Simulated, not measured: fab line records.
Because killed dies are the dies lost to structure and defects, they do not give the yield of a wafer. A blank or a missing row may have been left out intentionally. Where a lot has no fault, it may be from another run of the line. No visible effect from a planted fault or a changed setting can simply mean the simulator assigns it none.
fab line records	flow n5-finfet	part 1 of 2: steps 1 to 4 of 6
record: lots: 24	wafers: 72	last-day: 18
route steps=1938 shown BEOL_M1@812 BEOL_M2@864
lots untouched by any fault: they come from a run of this same line in which no faults occurred
start-h: hours from the record's first day to the start of the lot's first wafer shown	wait-h: time in hours since the lot's previous step	" the same as in the row above	L1.1+2: a row that stands for several wafers	- either no value or no given start	* or withheld: withheld	< > ~ a bound
route shown NAME@n: a module of which the file shows steps, and the number in the route of the first	usual: mean/standard deviation taken from wafers without a fault	same: alike in all rows	chamber/n: place in a boat	sites: each site's reading	_std_site: the standard deviation of these	_edge_site: the outer-site mean with the inner-site mean subtracted	radius-mm: how far each site lies from the wafer's centre	mask NAME#n: copy n	behind: the tool/chamber that last shaped the wafer	hold: why the lot was held/for how many hours/how that ended	device: the transistor (n, p or np) that didn't switch	end of line: the tests these same wafers got at the end of their route	step lacking rows: just its recipe	killed: count of dies lost to structure and defects at first sort (not the wafer's yield)	map: dies across one wafer; x = killed, . = not, _ = none there
set.NAME: the setting as run; set.NAME@STEP: as run at that earlier step	model.NAME: the simulator's own value behind a step, which no gauge read
the route's steps for a sample of lots (tables are steps, rows are wafers)
services: a tool's chamber out of use, with start hour (start-h, from the record's first day; less than 0 if before it), hours out, and reason
== steps ==
step: N5_BEOL_M1_SURFACE_TREAT_85
recipe: gas: Ar	time-s: *	ion-energy-ev: *	ion-current-ma-cm2: 0.5	pressure-mtorr: *	ar-flow-sccm: 30
usual: throttle-valve-pct: *
lot.wafer	tool	chamber	start-h	wait-h	throttle-valve-pct
L074.1	pvd-sputter-03	-	133.31	0.3	*
L074.4	"	-	"	"	*
L074.5	"	-	"	"	*
L076.1	pvd-sputter-02	-	145.85	0.3	*
L076.3	"	-	"	"	*
L076.5	"	-	"	"	*
L075.3	pvd-sputter-03	-	146.08	0.2	*
L075.5	"	-	"	"	*
L075.6	"	-	"	"	*
L078.1	pvd-sputter-01	-	152.41	0.1	*
L078.4	"	-	"	"	*
L078.5	"	-	"	"	*
L077.1	pvd-sputter-01	-	162.25	0.2	*
L077.5	"	-	"	"	*
L077.6	"	-	"	"	*
L079.2	pvd-sputter-02	-	169.22	1.7	*
L079.4	"	-	"	"	*
L079.6	"	-	"	"	*
L080.1	pvd-sputter-02	-	173.68	0.2	*
L080.2	"	-	"	"	*
L080.5	"	-	"	"	*
L083.1	pvd-sputter-01	-	182.64	0.2	*
L083.2	"	-	"	"	*
L083.5	"	-	"	"	*
L081.1	pvd-sputter-03	-	182.86	0.3	*
L081.2	"	-	"	"	*
L081.5	"	-	"	"	*
L082.2	pvd-sputter-03	-	203.60	0.3	*
L082.4	"	-	"	"	*
L082.5	"	-	"	"	*
L084.1	pvd-sputter-01	-	205.53	0.2	*
L084.4	"	-	"	"	*
L084.5	"	-	"	"	*
L085.2	pvd-sputter-02	-	205.67	0.2	*
L085.5	"	-	"	"	*
L085.6	"	-	"	"	*
L087.3	pvd-sputter-02	-	208.78	0.2	*
L087.5	"	-	"	"	*
L087.6	"	-	"	"	*
L086.1	pvd-sputter-01	-	209.02	0.2	*
L086.3	"	-	"	"	*
L086.4	"	-	"	"	*
L090.1	pvd-sputter-02	-	225.63	0.3	*
L090.4	"	-	"	"	*
L090.5	"	-	"	"	*
L088.1	pvd-sputter-03	-	227.81	0.1	*
L088.2	"	-	"	"	*
L088.3	"	-	"	"	*
L089.1	pvd-sputter-03	-	231.83	0.2	*
L089.4	"	-	"	"	*
L089.6	"	-	"	"	*
L091.1	pvd-sputter-01	-	234.86	0.1	*
L091.4	"	-	"	"	*
L091.5	"	-	"	"	*
L092.1	pvd-sputter-03	-	251.16	0.1	*
L092.4	"	-	"	"	*
L092.5	"	-	"	"	*
L093.1	pvd-sputter-02	-	251.70	0.3	*
L093.4	"	-	"	"	*
L093.6	"	-	"	"	*
L095.3	pvd-sputter-03	-	257.50	0.2	*
L095.5	"	-	"	"	*
L095.6	"	-	"	"	*
L096.1	pvd-sputter-02	-	260.76	0.1	*
L096.3	"	-	"	"	*
L096.5	"	-	"	"	*
L094.1	pvd-sputter-02	-	265.83	0.2	*
L094.5	"	-	"	"	*
L094.6	"	-	"	"	*
L097.2	pvd-sputter-01	-	268.79	0.1	*
L097.4	"	-	"	"	*
L097.6	"	-	"	"	*
step: N5_BEOL_M2_HM_OPEN_17
recipe: chemistry: Cl2/BCl3	target-depth-a: 200	overetch-a: 60	target: TiN	mask-material: SOC	ion-energy-ev: 150	pressure-mtorr: 10	icp-w: 1000	bias-w: 126	Cl2_flow_sccm: 53.25	bcl3-flow-sccm: 21.75	Ar_flow_sccm: 25
usual: bcl3-flow-sccm: 21.74/0.065	drypump-motor-current-A: 6.1/0.41	oes-product-au: 0.65/0.064	rf-fwd-power-W: 993/3.6	throttle-valve-pct: 21.99/0.13
lot.wafer	tool	chamber	start-h	wait-h	bcl3-flow-sccm	drypump-motor-current-A	oes-product-au	rf-fwd-power-W	rf-hours-counter-h	throttle-valve-pct
L074.1	rie-metal-01	0	138.03	0.0	21.63	5.8	0.79	993	7	21.91
L074.4	"	0	"	"	21.81	5.8	0.78	989	-	21.93
L074.5	"	0	"	"	21.79	5.8	0.78	991	-	21.91
L076.1	rie-metal-01	1	150.38	0.0	21.77	5.3	0.67	999	40	21.85
L076.3	"	0	"	"	21.59	5.7	0.79	985	-	21.90
L076.5	"	1	"	"	21.73	5.3	0.67	996	-	21.86
L075.3	rie-metal-02	1	150.45	0.1	21.76	6.3	0.65	997	-	21.94
L075.5	"	1	"	"	21.74	6.3	0.65	997	-	21.93
L075.6	"	0	"	"	21.69	6.5	0.61	995	-	21.96
L078.1	rie-metal-02	0	158.75	0.0	21.77	6.5	0.60	997	69	21.96
L078.4	"	0	"	"	21.76	6.5	0.60	994	-	21.97
L078.5	"	1	"	"	21.75	6.3	0.65	987	-	21.95
L077.1	rie-metal-02	0	166.55	0.0	21.76	6.5	0.61	993	70	21.95
L077.5	"	0	"	"	21.69	6.5	0.61	994	-	21.95
L077.6	"	1	"	"	21.65	6.3	0.65	991	-	21.94
L079.2	rie-metal-02	0	173.92	0.0	21.74	6.5	0.61	994	71	21.98
L079.4	"	1	"	"	21.80	6.3	0.64	989	-	21.95
L079.6	"	0	"	"	21.83	6.5	0.61	992	-	21.96
L080.1	rie-metal-01	0	180.72	0.0	21.61	5.8	0.78	988	11	21.90
L080.2	"	1	"	"	21.70	5.3	0.67	993	43	21.86
L080.5	"	0	"	"	21.68	5.8	0.79	984	-	21.92
L083.1	rie-metal-02	1	188.19	0.0	21.83	6.3	0.64	991	51	21.93
L083.2	"	0	"	"	21.72	6.5	0.60	991	72	21.96
L083.5	"	1	"	"	21.79	6.3	0.65	990	-	21.95
L081.1	rie-metal-02	1	188.76	0.0	21.85	6.3	0.65	991	51	21.94
L081.2	"	0	"	"	21.74	6.5	0.61	995	72	21.96
L081.5	"	1	"	"	21.72	6.3	0.65	986	-	21.93
L082.2	rie-metal-03	0	209.02	0.0	21.80	6.1	0.57	987	93	22.30
L082.4	"	0	"	"	21.65	6.1	0.56	989	-	22.33
L082.5	"	0	"	"	21.75	6.1	0.56	988	-	22.31
L084.1	rie-metal-02	0	209.72	0.0	21.67	6.5	0.60	990	74	21.98
L084.4	"	0	"	"	21.67	6.5	0.60	988	-	21.95
L084.5	"	1	"	"	21.76	6.3	0.64	994	-	21.95
L085.2	rie-metal-03	0	211.77	0.0	21.63	6.1	0.57	989	93	22.30
L085.5	"	1	"	"	21.65	6.0	0.72	992	-	21.96
L085.6	"	0	"	"	21.56	6.1	0.57	986	-	22.29
L087.3	rie-metal-03	1	215.40	0.1	21.74	5.9	0.71	999	-	21.96
L087.5	"	1	"	"	21.75	6.0	0.71	995	-	21.98
L087.6	"	0	"	"	21.72	6.2	0.56	990	-	22.30
L086.1	rie-metal-01	1	215.62	0.0	21.80	5.3	0.66	996	46	21.87
L086.3	"	0	"	"	21.89	5.8	0.76	989	-	21.90
L086.4	"	1	"	"	21.83	5.3	0.66	995	-	21.86
L090.1	rie-metal-03	0	231.29	0.0	21.65	6.1	0.56	990	94	22.30
L090.4	"	1	"	"	21.80	5.9	0.70	991	-	22.00
L090.5	"	1	"	"	21.78	5.9	0.71	993	-	21.98
L088.1	rie-metal-03	1	232.77	0.0	21.68	5.9	0.70	988	23	21.98
L088.2	"	0	"	"	21.74	6.2	0.55	989	95	22.32
L088.3	"	0	"	"	21.70	6.1	0.56	993	-	22.31
L089.1	rie-metal-01	0	238.17	0.0	21.79	5.7	0.74	991	17	21.92
L089.4	"	0	"	"	21.80	5.7	0.74	991	-	21.95
L089.6	"	0	"	"	21.76	5.7	0.74	989	-	21.95
L091.1	rie-metal-01	1	240.03	0.1	21.83	5.3	0.65	997	49	21.88
L091.4	"	1	"	"	21.72	5.3	0.64	996	-	21.87
L091.5	"	1	"	"	21.77	5.3	0.65	996	-	21.87
L092.1	rie-metal-02	0	257.33	0.0	21.76	6.5	0.59	993	79	22.00
L092.4	"	1	"	"	21.82	6.3	0.62	991	-	21.95
L092.5	"	0	"	"	21.66	6.5	0.59	988	-	22.00
L093.1	rie-metal-01	0	257.56	0.0	21.79	5.7	0.74	990	19	21.94
L093.4	"	1	"	"	21.71	5.3	0.64	995	-	21.88
L093.6	"	1	"	"	21.75	5.3	0.64	995	-	21.87
L095.3	rie-metal-02	0	265.49	0.1	21.69	6.5	0.58	996	-	22.00
L095.5	"	1	"	"	21.75	6.3	0.62	996	-	21.96
L095.6	"	0	"	"	21.69	6.5	0.58	997	-	22.01
L096.1	rie-metal-02	1	266.77	0.0	21.78	6.3	0.63	990	59	21.96
L096.3	"	0	"	"	21.80	6.5	0.59	994	-	21.99
L096.5	"	1	"	"	21.72	6.3	0.63	985	-	21.95
L094.1	rie-metal-02	0	271.19	0.0	21.63	6.5	0.59	991	81	21.99
L094.5	"	0	"	"	21.65	6.6	0.59	993	-	21.99
L094.6	"	1	"	"	21.62	6.3	0.62	995	-	21.98
L097.2	rie-metal-03	1	273.82	0.0	21.83	6.0	0.71	992	26	21.96
L097.4	"	0	"	"	21.73	6.1	0.56	991	-	22.30
L097.6	"	0	"	"	21.61	6.1	0.56	994	-	22.31
step: N5_BEOL_M2_CD_MEAS_18
recipe: pitch-nm: 36	target-cd-nm: 18
usual: cd-nm: 18.03/0.27
lot.wafer	tool	chamber	start-h	wait-h	cd-nm
L074.1	cd-sem-02	-	138.31	0.1	18.02
L074.4	"	-	"	"	18.01
L074.5	"	-	"	"	18.06
L076.1	cd-sem-01	-	150.57	0.1	17.94
L076.3	"	-	"	"	17.41
L076.5	"	-	"	"	17.86
L075.3	cd-sem-02	-	150.61	0.1	18.04
L075.5	"	-	"	"	17.97
L075.6	"	-	"	"	18.62
L078.1	cd-sem-02	-	158.93	0.0	17.69
L078.4	"	-	"	"	18.17
L078.5	"	-	"	"	18.21
L077.1	cd-sem-01	-	166.74	0.0	18.35
L077.5	"	-	"	"	18.06
L077.6	"	-	"	"	18.01
L079.2	cd-sem-02	-	174.11	0.1	18.10
L079.4	"	-	"	"	17.77
L079.6	"	-	"	"	17.67
L080.1	cd-sem-01	-	180.90	0.0	17.67
L080.2	"	-	"	"	18.05
L080.5	"	-	"	"	17.74
L083.1	cd-sem-01	-	188.37	0.0	18.12
L083.2	"	-	"	"	18.26
L083.5	"	-	"	"	17.74
L081.1	cd-sem-02	-	188.99	0.0	17.90
L081.2	"	-	"	"	17.87
L081.5	"	-	"	"	18.02
L082.2	cd-sem-02	-	209.20	0.1	18.24
L082.4	"	-	"	"	18.31
L082.5	"	-	"	"	18.30
L084.1	cd-sem-01	-	209.90	0.0	18.31
L084.4	"	-	"	"	17.81
L084.5	"	-	"	"	17.55
L085.2	cd-sem-01	-	212.00	0.1	17.88
L085.5	"	-	"	"	18.22
L085.6	"	-	"	"	18.05
L087.3	cd-sem-01	-	215.67	0.1	18.17
L087.5	"	-	"	"	17.37
L087.6	"	-	"	"	17.69
L086.1	cd-sem-01	-	215.81	0.0	17.86
L086.3	"	-	"	"	18.43
L086.4	"	-	"	"	18.01
L090.1	cd-sem-01	-	231.51	0.0	18.12
L090.4	"	-	"	"	18.40
L090.5	"	-	"	"	18.17
L088.1	cd-sem-01	-	233.11	0.0	18.10
L088.2	"	-	"	"	18.34
L088.3	"	-	"	"	17.64
L089.1	cd-sem-01	-	238.35	0.0	17.89
L089.4	"	-	"	"	17.98
L089.6	"	-	"	"	17.65
L091.1	cd-sem-02	-	240.21	0.0	18.69
L091.4	"	-	"	"	17.50
L091.5	"	-	"	"	17.93
L092.1	cd-sem-01	-	257.54	0.0	18.20
L092.4	"	-	"	"	18.29
L092.5	"	-	"	"	18.51
L093.1	cd-sem-01	-	257.74	0.0	18.17
L093.4	"	-	"	"	18.28
L093.6	"	-	"	"	17.99
L095.3	cd-sem-03	-	265.77	0.1	18.03
L095.5	"	-	"	"	17.97
L095.6	"	-	"	"	18.33
L096.1	cd-sem-02	-	266.95	0.0	17.70
L096.3	"	-	"	"	17.72
L096.5	"	-	"	"	17.86
L094.1	cd-sem-01	-	271.37	0.0	18.12
L094.5	"	-	"	"	18.43
L094.6	"	-	"	"	17.50
L097.2	cd-sem-03	-	274.05	0.1	17.87
L097.4	"	-	"	"	17.80
L097.6	"	-	"	"	17.74
step: N5_BEOL_M2_ETCH_70
recipe: chemistry: N2/H2	target: SOC	target-depth-a: 800	overetch-a: 240	mask-material: SiARC	temp-c: 40	time-s: 130	ion-energy-ev: 200	pressure-mtorr: 30	source-w: 840	bias-w: 150	n2-flow-sccm: 200	h2-flow-sccm: 200
usual: drypump-motor-current-A: 5.8/0.43	h2-flow-sccm: 200.0/0.63	oes-product-au: 0.59/0.052	rf-fwd-power-W: 835.3/2.8	rf-vpp-V: 524.2/2.5	showerhead-plenum-p-Torr: 2.55/0.081	throttle-valve-pct: 17.9/0.32
lot.wafer	tool	chamber	start-h	wait-h	drypump-motor-current-A	h2-flow-sccm	oes-product-au	rf-fwd-power-W	rf-hours-counter-h	rf-vpp-V	showerhead-plenum-p-Torr	throttle-valve-pct
L074.1	rie-diel-06	1	141.27	0.0	5.8	199.6	0.61	835.0	70	520.0	2.47	18.1
L074.4	"	3	"	"	5.4	199.2	0.63	835.0	72	525.5	2.57	17.6
L074.5	"	1	"	"	5.7	199.9	0.62	830.8	-	522.8	2.47	18.1
L076.1	rie-diel-01	0	151.57	0.0	5.5	200.4	0.66	837.0	23	522.0	2.50	18.2
L076.3	"	2	"	"	5.9	199.0	0.54	831.4	178	526.7	2.65	18.1
L076.5	"	2	"	"	5.9	200.4	0.54	837.1	-	526.5	2.65	18.1
L075.3	rie-diel-06	0	156.89	0.0	5.7	201.2	0.56	828.7	132	523.9	2.55	17.8
L075.5	"	2	"	"	6.9	200.0	0.56	831.1	-	524.2	2.53	18.1
L075.6	"	0	"	"	5.8	200.6	0.56	832.9	-	524.6	2.55	17.8
L078.1	rie-diel-03	2	176.06	0.0	5.6	199.4	0.59	832.2	106	528.5	2.67	17.8
L078.4	"	3	"	"	5.1	200.4	0.52	831.2	219	519.4	2.41	18.0
L078.5	"	3	"	"	5.1	200.4	0.52	831.5	-	519.5	2.41	18.0
L077.1	rie-diel-01	0	181.45	0.0	5.5	199.7	0.64	837.0	35	523.0	2.49	18.2
L077.5	"	3	"	"	6.1	201.6	0.69	839.9	-	522.1	2.49	17.3
L077.6	"	2	"	"	5.8	199.6	0.54	840.2	-	525.8	2.64	18.1
L079.2	rie-diel-06	3	197.19	0.0	5.4	200.2	0.61	837.7	92	525.7	2.57	17.6
L079.4	"	2	"	"	6.8	201.1	0.54	837.6	183	522.9	2.52	18.1
L079.6	"	2	"	"	6.8	200.1	0.55	832.8	-	522.6	2.52	18.1
L080.1	rie-diel-06	1	198.73	0.0	5.8	199.9	0.61	834.7	88	522.6	2.46	18.1
L080.2	"	3	"	"	5.4	199.1	0.61	836.4	92	526.2	2.57	17.6
L080.5	"	3	"	"	5.4	200.4	0.60	834.1	-	524.4	2.57	17.6
L083.1	rie-diel-01	1	198.97	0.0	5.5	200.0	0.59	833.1	114	523.4	2.56	17.4
L083.2	"	2	"	"	5.9	199.9	0.54	837.3	193	526.8	2.64	18.1
L083.5	"	1	"	"	5.6	200.7	0.59	832.3	-	523.2	2.56	17.4
L081.1	rie-diel-03	2	202.10	0.0	5.6	199.2	0.59	831.7	113	526.2	2.67	17.9
L081.2	"	3	"	"	5.1	199.9	0.51	837.7	228	518.6	2.40	18.0
L081.5	"	2	"	"	5.7	200.2	0.59	831.4	-	527.6	2.66	17.9
L084.1	rie-diel-03	2	210.84	0.0	5.7	199.9	0.58	833.7	116	527.7	2.66	17.9
L084.4	"	1	"	"	5.8	198.9	0.65	831.2	43	527.5	2.69	17.4
L084.5	"	0	"	"	6.0	199.9	0.53	837.3	-	525.1	2.61	18.2
L085.2	rie-diel-01	1	214.44	0.0	5.5	199.7	0.59	835.9	119	524.9	2.56	17.5
L085.5	"	0	"	"	5.5	199.6	0.63	839.0	-	523.3	2.49	18.2
L085.6	"	3	"	"	6.1	200.0	0.66	833.8	-	522.1	2.49	17.3
L087.3	rie-diel-03	2	217.98	0.0	5.7	199.5	0.58	834.5	118	527.7	2.66	17.9
L087.5	"	0	"	"	6.0	198.9	0.51	838.6	-	526.0	2.61	18.2
L087.6	"	1	"	"	5.8	200.4	0.64	836.5	-	529.4	2.69	17.4
L082.2	rie-diel-03	0	221.27	0.0	6.0	200.0	0.52	837.0	236	525.9	2.61	18.2
L082.4	"	3	"	"	5.1	200.6	0.52	838.2	234	520.0	2.40	18.0
L082.5	"	3	"	"	5.1	200.2	0.52	828.6	-	519.8	2.40	18.0
L086.1	rie-diel-06	0	221.37	0.0	5.8	199.8	0.55	830.4	151	522.2	2.55	17.9
L086.3	"	3	"	"	5.4	199.0	0.61	836.5	100	523.9	2.56	17.6
L086.4	"	2	"	"	6.8	200.1	0.54	837.3	192	523.2	2.52	18.1
L090.1	rie-diel-01	2	233.66	0.0	5.9	201.2	0.53	836.0	206	526.5	2.64	18.2
L090.4	"	0	"	"	5.4	199.5	0.63	836.0	52	523.0	2.49	18.2
L090.5	"	0	"	"	5.5	198.9	0.64	837.2	-	521.2	2.48	18.2
L088.1	rie-diel-06	1	238.36	0.0	5.8	201.0	0.59	834.2	101	521.3	2.45	18.1
L088.2	"	2	"	"	6.9	199.7	0.54	834.9	198	522.6	2.51	18.1
L088.3	"	3	"	"	5.4	200.7	0.60	835.9	107	523.7	2.56	17.7
L089.1	rie-diel-01	2	251.88	0.0	5.9	200.6	0.52	835.0	212	527.3	2.63	18.2
L089.4	"	1	"	"	5.5	200.5	0.58	836.1	132	525.1	2.55	17.5
L089.6	"	2	"	"	5.9	199.4	0.52	835.9	-	526.2	2.63	18.2
L091.1	rie-diel-01	0	259.58	0.0	5.5	199.8	0.62	832.6	62	522.9	2.48	18.3
L091.4	"	2	"	"	5.9	199.6	0.53	835.9	216	526.5	2.63	18.2
L091.5	"	0	"	"	5.5	199.3	0.62	834.8	-	522.1	2.48	18.3
L092.1	rie-diel-01	1	264.81	0.0	5.5	200.5	0.58	836.0	136	524.3	2.55	17.5
L092.4	"	2	"	"	5.9	198.4	0.52	836.9	216	526.2	2.63	18.2
L092.5	"	0	"	"	5.4	199.9	0.62	838.3	-	522.6	2.48	18.2
L093.1	rie-diel-03	2	264.84	0.0	5.7	200.0	0.57	838.2	135	525.7	2.66	17.9
L093.4	"	2	"	"	5.6	200.1	0.57	835.4	-	527.1	2.66	17.9
L093.6	"	3	"	"	5.1	200.2	0.51	832.4	-	519.7	2.40	18.0
L096.1	rie-diel-01	0	275.04	0.0	5.5	201.1	0.61	837.7	67	521.6	2.48	18.3
L096.3	"	2	"	"	5.9	200.5	0.52	835.7	220	525.4	2.63	18.2
L096.5	"	0	"	"	5.5	200.1	0.61	839.7	-	523.0	2.48	18.3
L095.3	rie-diel-06	0	275.08	0.0	5.8	200.5	0.54	838.9	169	525.3	2.54	17.9
L095.5	"	3	"	"	5.4	200.0	0.59	832.7	-	524.4	2.56	17.7
L095.6	"	0	"	"	5.8	199.7	0.55	836.3	-	523.2	2.54	17.9
L094.1	rie-diel-03	0	280.67	0.0	6.0	200.1	0.74	835.9	0	525.2	2.60	17.8
L094.5	"	2	"	"	5.7	200.7	0.57	834.4	-	526.2	2.65	17.9
L094.6	"	1	"	"	5.8	200.5	0.62	837.9	-	528.7	2.68	17.5
L097.2	rie-diel-03	1	293.18	0.0	5.8	199.1	0.61	834.6	74	527.9	2.67	17.4
L097.4	"	2	"	"	5.7	200.4	0.56	836.0	-	527.1	2.65	17.9
L097.6	"	1	"	"	5.8	200.3	0.62	835.3	-	527.6	2.67	17.5
